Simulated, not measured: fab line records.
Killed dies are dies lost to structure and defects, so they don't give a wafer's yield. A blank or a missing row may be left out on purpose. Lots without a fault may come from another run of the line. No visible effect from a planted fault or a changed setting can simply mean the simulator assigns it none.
Code-filled problem report in 8D (eight disciplines) form :: flow nand-harc :: the parts of the form that need people (team, actions taken, sign-off) are left out

## 1. PROBLEM STATEMENT
cd-nm at NHARC_P_ZERO_WELL_CD_MEAS_11 reads a mean of 456.0 nm on 9 wafers of 3 lots; wafers without a fault read 500.4 nm with a standard deviation of 2. Relative to the usual mean, that is a shift of -22 standard deviations.
The step: target cd 500 nm.
Seen first at day 9 09:14 on cd-sem-02, wafer L760.1. Wafers with a number at this step in the record: 33, from 11 lots. Rule for "out" (also "out of limits"): further than 4 standard deviations from the usual mean. The rest of the wafers with a number are treated as sound.

## 2. WHAT THIS IS AND IS NOT
question: which readings at this step
is: cd-nm
is not: -

question: which lots
is: L760, L763, L765
is not: L743, L744, L745, L746, L750, L751, L755, L757

question: which wafers of those lots
is: all that have a number
is not: -

question: read on which gauges
is: cd-sem-01, cd-sem-02
is not: cd-sem-03

question: when
is: from day 9 09:14
is not: up to then (24 sound wafers)

## 3. WHAT RULES OUT EACH SUSPECT
Counting: a tool stays on the suspect list if, at a process step up to the reading, it processed all lots that are out and no sound lot following the first of them.
- the gauge at NHARC_P_ZERO_WELL_CD_MEAS_11 has been ruled out. The wafers that are out were read on 2 gauges (cd-sem-01, cd-sem-02).
- krf-scanner-01 at NHARC_P_ZERO_WELL_EXPOSE_08 (exposes mask P ZERO, target cd 500 nm): kept. All lots that are out passed through it, beginning with L760 at day 9 09:05, and no sound lot followed; its final sound lot before that point was L757 at day 8 03:05. On those wafers its own readings are out: exposure-dose-mJ-cm2.
Remaining after the count: krf-scanner-01 at NHARC_P_ZERO_WELL_EXPOSE_08.

## 4. THE CAUSE (what the simulator had put in)
Drift in process parameters on krf-scanner-01 at NHARC_P_ZERO_WELL_EXPOSE_08, starting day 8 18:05. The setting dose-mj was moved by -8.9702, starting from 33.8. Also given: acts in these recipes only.
This tool alone remained once counting was done.

## 5. THE EFFECT CHAIN, in route order
Each row: a reading whose mean over the struck wafers that have a number lies more than 3 standard deviations from the usual. Only readings whose record carries a usual standard deviation are examined. hours: median over the lots of the time between each lot's start at the first step of this table that gives one and its start at this step. sigmas: the change, counted in usual standard deviations.
hours: 0
step: NHARC_P_ZERO_WELL_EXPOSE_08
reading: exposure-dose-mJ-cm2
usual: 33.76
on struck wafers: 26.45
change: -7.31
sigmas: -99 or more

hours: 0
step: NHARC_P_ZERO_WELL_CD_MEAS_11
reading: cd-nm
usual: 500.4 nm
on struck wafers: 456.0
change: -44.4
sigmas: -22
Here are the process steps it includes:
- NHARC_P_ZERO_WELL_EXPOSE_08: exposes mask P ZERO, target cd 500 nm.
Later steps that measure or inspect, where all struck wafers having a row at the step show a number for every such reading and not one has moved that far: NHARC_P_ZERO_WELL_CD_MEAS_52, NHARC_END_SORT_01.

## 6. HOW IT WOULD HAVE BEEN CAUGHT EARLIER
The first out-of-limits reading at a measuring or inspecting step in this record came at day 9 09:14, 15 hours after the fault's start at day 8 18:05.
Tool's own readings at NHARC_P_ZERO_WELL_EXPOSE_08, exposure-dose-mJ-cm2: out on all struck wafers the step has rows for; an alarm limit on them would have tripped on the first.
Lots out: 3; of these, L763, L765 started NHARC_P_ZERO_WELL_EXPOSE_08 on krf-scanner-01 after day 9 09:14. A hold on the tool at that time would have spared those 2.
